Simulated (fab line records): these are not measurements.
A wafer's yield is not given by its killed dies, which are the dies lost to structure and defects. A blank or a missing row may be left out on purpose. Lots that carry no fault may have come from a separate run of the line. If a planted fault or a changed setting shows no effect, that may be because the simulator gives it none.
A struck lot beside a sound one + flow nand harc + 26 steps out of a route of 1302
Sound: wafers L604.1, L604.3, L604.4. Wafers struck: L591.1, L591.4, L591.6. Last of all comes the cause.
Each step with rows lists, per side, the tool, then ch with its chambers, then its first start. Under that, the readings that differ: sound wafers + struck wafers + difference of the means + sigmas: that difference in standard deviations of wafers without a fault.
alike: readings whose means differ by less than 2 such deviations, and words and numbers that are the same on both sides. not compared: withheld readings, readings that some wafer has no value for, bounds like >300 that may hide the same value, and numbers for which the record gives no deviation and whose values overlap.
A row with sigmas, a row that says differs or no value, or rows on one side alone: a step with any of these is where the two part. Numbers that have no deviation but don't overlap get no sigmas and don't part them. A reading missing from all wafers of one side parts the sides only when that side holds two or more wafers.

NHARC_A_M0_PRE_CLEAN_29: time 30 s.
  sound on pvd sputter-01; struck on pvd sputter-01
  alike: heater power w, susceptor temp C
then, 3 steps without rows for these wafers: NHARC_A_M0_PVD_20 (deposits TaN, target thk 5 nm, time 8.06 s); NHARC_A_M0_PVD_21 (deposits Cu, target thk 30 nm, time 20.49 s); NHARC_A_M0_ECD_22 (material Cu, target thk 400 nm).
NHARC_A_M0_ANNEAL_30: time 90 s.
  sound on rtp anneal-01 ch 0, day 30 12:43; struck on rtp anneal-02 ch 0, day 24 00:38
  alike: anneal temp c max, wafer_temp_C_max
then, 1 step without rows for these wafers: NHARC_A_M0_CMP_23 (polishes, t overpolish 20 s, target thk 113.75 nm).
NHARC_A_M0_THK_MEAS_24: measures by xrf.
  sound on film metro-01, day 30 13:22; struck on film metro-02, day 24 01:18
  alike: thk nm
following that, these wafers have no rows for 1 step: NHARC_A_M0_SRD_25.
NHARC_A_M0_INSPECT_27:
  sound on defect inspect-01, day 30 13:31; struck on defect inspect-01, day 24 01:28
  alike: raw defect count
NHARC_A_M0_PRE_CLEAN_31: time 12 s.
  sound on pecvd-04 ch 0,1,2, day 30 13:35; struck on pecvd-02 ch 0,2, day 24 01:31
  alike: heater power w, susceptor temp C
NHARC_A_M0_DEP_32: deposits SiCN, target thk 30 nm.
  sound on pecvd-04 ch 0,1,2, day 30 13:40; struck on pecvd-02 ch 0,2, day 24 01:36
  alike: heater power w, susceptor temp C
NHARC_A_M1_DEP_00: deposits SiOC, target thk 182.5 nm.
  sound on pecvd-03 ch 0,1,2, day 30 14:08; struck on pecvd-04 ch 0,1,2, day 24 02:06
then, 9 steps without rows for these wafers: NHARC_A_M1_DEHYDRATE_01 (time 120 s); NHARC_A_M1_HMDS_02 (time 30 s); NHARC_A_M1_COAT_34 (time 65 s); NHARC_A_M1_COAT_03 (resist thk 90 nm); NHARC_A_M1_SOFTBAKE_04 (time 55 s); NHARC_A_M1_EBR_05; NHARC_A_M1_EXPOSE_06 (exposes mask A M1, target cd 120 nm); NHARC_A_M1_PEB_07 (peb time 65 s); NHARC_A_M1_DEVELOP_08 (develop time 35 s).
NHARC_A_M1_CD_MEAS_09: target cd 120 nm.
  sound on cd sem-01 ch 0, day 30 14:55; struck on cd sem-03 ch 0, day 24 02:51
  alike: cd nm
NHARC_A_M1_OVL_MEAS_10: pitch 240 nm.
  sound on overlay-01, day 30 15:01; struck on overlay-02, day 24 02:56
  alike: overlay x nm, overlay y nm
NHARC_A_M1_INSPECT_11:
  sound on defect inspect-02, day 30 15:03; struck on defect inspect-02, day 24 02:58
| reading          | sound       | struck       | difference | sigmas |
|------------------|-------------|--------------|------------|--------|
| raw defect count | 106 107 107 | 1034 962 978 | +885       | +20    |
NHARC_A_M1_DESCUM_14: chemistry O2, time 3 s.
  sound on rie diel-07 ch 0,2,3, day 30 15:07; struck on rie diel-04 ch 0,2, day 24 03:02
  alike: drypump motor current A, oes product au, rf vpp V, showerhead plenum p Torr, throttle valve pct
  not compared: rf hours counter h
NHARC_END_SORT_01:
  sound on prober-02 ch 0, day 32 22:36; struck on prober-02 ch 0, day 25 16:15
| reading                  | sound    | struck      | difference | sigmas |
|--------------------------|----------|-------------|------------|--------|
| defect limited yield (%) | 89 88 88 | 73 77 74    | -14        | -4     |
| killed at array          | 71 75 75 | 176 152 174 | +94        | +4     |
| killed dies              | 72 79 83 | 184 156 177 | +94        | +4     |
  alike: killed at other, killed at periphery, killed open, killed short

## WHERE THEY PART
At NHARC_A_M1_INSPECT_11 first; at NHARC_END_SORT_01 last (within this record only).

WHY: whatever the simulator had introduced
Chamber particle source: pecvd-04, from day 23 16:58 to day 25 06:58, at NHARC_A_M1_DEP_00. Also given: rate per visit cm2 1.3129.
